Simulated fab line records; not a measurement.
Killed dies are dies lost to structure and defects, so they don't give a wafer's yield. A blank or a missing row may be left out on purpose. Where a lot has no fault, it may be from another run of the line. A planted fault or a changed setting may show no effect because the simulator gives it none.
Which of the tools did it? || flow nand harc || Sampling: 12 lots, 36 wafers, 4 of 1159 route steps

## WHAT EACH GAUGE READ, for each wafer
NHARC_A_CONTACT_CD_MEAS_08 targets a cd of 100 nm.
{"lot": "L075", "measured": "day 17 05:08", "on": "cd sem-02", "cd nm (nm)": "100.9 101.0 100.3"}
{"lot": "L076", "measured": "day 17 09:48", "on": "cd sem-03", "cd nm (nm)": "100.5 100.7 100.3"}
{"lot": "L081", "measured": "day 18 09:05", "on": "cd sem-02", "cd nm (nm)": "101.0 101.1 101.1"}
{"lot": "L078", "measured": "day 18 13:08", "on": "cd sem-03", "cd nm (nm)": "100.4 101.0 100.9"}
{"lot": "L082", "measured": "day 18 23:25", "on": "cd sem-02", "cd nm (nm)": "100.2 100.6 100.3"}
{"lot": "L084", "measured": "day 19 14:02", "on": "cd sem-03", "cd nm (nm)": "99.9 100.1 100.7"}
{"lot": "L088", "measured": "day 19 22:21", "on": "cd sem-01", "cd nm (nm)": "99.7 99.9 99.2"}
{"lot": "L089", "measured": "day 20 15:50", "on": "cd sem-01", "cd nm (nm)": "99.7 101.3 100.9"}
{"lot": "L092", "measured": "day 21 03:14", "on": "cd sem-01", "cd nm (nm)": "100.4 100.4 100.2"}
{"lot": "L094", "measured": "day 21 10:11", "on": "cd sem-01", "cd nm (nm)": "100.0 99.8 99.5"}
{"lot": "L095", "measured": "day 22 03:10", "on": "cd sem-02", "cd nm (nm)": "100.7 100.5 100.8"}
{"lot": "L096", "measured": "day 22 16:40", "on": "cd sem-02", "cd nm (nm)": "100.0 99.8 100.5"}

## WHAT TOOL EACH LOT RAN ON (gives the tool, then ch and the chambers of the sampled wafers, and finally the start)
{"lot": "L075", "NHARC_A_CONTACT_ETCH_121": "har cap etch-01 ch 0,1, day 16 16:17", "NHARC_A_CONTACT_ETCH_102": "rie diel-12 ch 1,3, day 16 17:39", "NHARC_A_CONTACT_ETCH_126": "har cap etch-02 ch 0,1, day 16 23:44"}
{"lot": "L076", "NHARC_A_CONTACT_ETCH_121": "har cap etch-01 ch 0,1, day 16 20:29", "NHARC_A_CONTACT_ETCH_102": "rie diel-02 ch 0,1,3, day 16 23:37", "NHARC_A_CONTACT_ETCH_126": "har cap etch-01 ch 0,1, day 17 05:06"}
{"lot": "L081", "NHARC_A_CONTACT_ETCH_121": "har cap etch-02 ch 0,1, day 17 17:31", "NHARC_A_CONTACT_ETCH_102": "rie diel-12 ch 0,1,2, day 17 18:48", "NHARC_A_CONTACT_ETCH_126": "har cap etch-03 ch 0,1, day 17 23:44"}
{"lot": "L078", "NHARC_A_CONTACT_ETCH_121": "har cap etch-02 ch 0,1, day 17 22:32", "NHARC_A_CONTACT_ETCH_102": "rie diel-12 ch 1,2,3, day 17 23:48", "NHARC_A_CONTACT_ETCH_126": "har cap etch-02 ch 0,1, day 18 08:13"}
{"lot": "L082", "NHARC_A_CONTACT_ETCH_121": "har cap etch-01 ch 0,1, day 18 11:14", "NHARC_A_CONTACT_ETCH_102": "rie diel-02 ch 1,2,3, day 18 12:55", "NHARC_A_CONTACT_ETCH_126": "har cap etch-02 ch 0,1, day 18 17:52"}
{"lot": "L084", "NHARC_A_CONTACT_ETCH_121": "har cap etch-03 ch 0,1, day 19 00:50", "NHARC_A_CONTACT_ETCH_102": "rie diel-02 ch 0,1,2, day 19 02:10", "NHARC_A_CONTACT_ETCH_126": "har cap etch-03 ch 0,1, day 19 08:17"}
{"lot": "L088", "NHARC_A_CONTACT_ETCH_121": "har cap etch-02 ch 1, day 19 10:42", "NHARC_A_CONTACT_ETCH_102": "rie diel-04 ch 0,2,3, day 19 12:05", "NHARC_A_CONTACT_ETCH_126": "har cap etch-01 ch 0,1, day 19 17:35"}
{"lot": "L089", "NHARC_A_CONTACT_ETCH_121": "har cap etch-02 ch 0,1, day 20 03:44", "NHARC_A_CONTACT_ETCH_102": "rie diel-12 ch 0,2,3, day 20 05:02", "NHARC_A_CONTACT_ETCH_126": "har cap etch-02 ch 0,1, day 20 09:51"}
{"lot": "L092", "NHARC_A_CONTACT_ETCH_121": "har cap etch-01 ch 0,1, day 20 15:46", "NHARC_A_CONTACT_ETCH_102": "rie diel-12 ch 2,3, day 20 17:51", "NHARC_A_CONTACT_ETCH_126": "har cap etch-02 ch 0,1, day 20 22:34"}
{"lot": "L094", "NHARC_A_CONTACT_ETCH_121": "har cap etch-01 ch 0,1, day 20 21:02", "NHARC_A_CONTACT_ETCH_102": "rie diel-02 ch 0,3, day 20 22:22", "NHARC_A_CONTACT_ETCH_126": "har cap etch-03 ch 0,1, day 21 03:04"}
{"lot": "L095", "NHARC_A_CONTACT_ETCH_121": "har cap etch-03 ch 0,1, day 21 15:55", "NHARC_A_CONTACT_ETCH_102": "rie diel-12 ch 1,2,3, day 21 17:13", "NHARC_A_CONTACT_ETCH_126": "har cap etch-01 ch 0,1, day 21 22:14"}
{"lot": "L096", "NHARC_A_CONTACT_ETCH_121": "har cap etch-03 ch 1, day 22 02:26", "NHARC_A_CONTACT_ETCH_102": "rie diel-04 ch 0,1,3, day 22 03:53", "NHARC_A_CONTACT_ETCH_126": "har cap etch-02 ch 0,1, day 22 10:53"}
- NHARC_A_CONTACT_ETCH_121: etches the open film in C4F8/O2/Ar, time 94 s, target depth 922 nm.
- NHARC_A_CONTACT_ETCH_102: etches the open film in CF4/O2, target depth 70 nm, overetch 7 nm, time 38.5 s.
- NHARC_A_CONTACT_ETCH_126: etches the open film in C4F8/O2/Ar, time 155 s, target depth 956 nm.

## THE ANSWER, worked out from the rows above alone
Rule: usual is defined by the lots themselves. The widest of any qualifying gaps counts: lots, ordered by their means at a reading, are off when they make up no more than a third of the lots, leave a main group of 4 or more, and stand apart from it by 3 or more times the standard deviation of that group's means. If all means in a main group match to the digits the tables above print for the reading, that group is not used. Also off: a lot with no number at a reading for which 4 or more lots have one. Any other lot the step has rows for is counted as sound.
Across all readings shown, no lot is off: no conclusion can be drawn from this.

## WHAT THE SIMULATOR PUT IN
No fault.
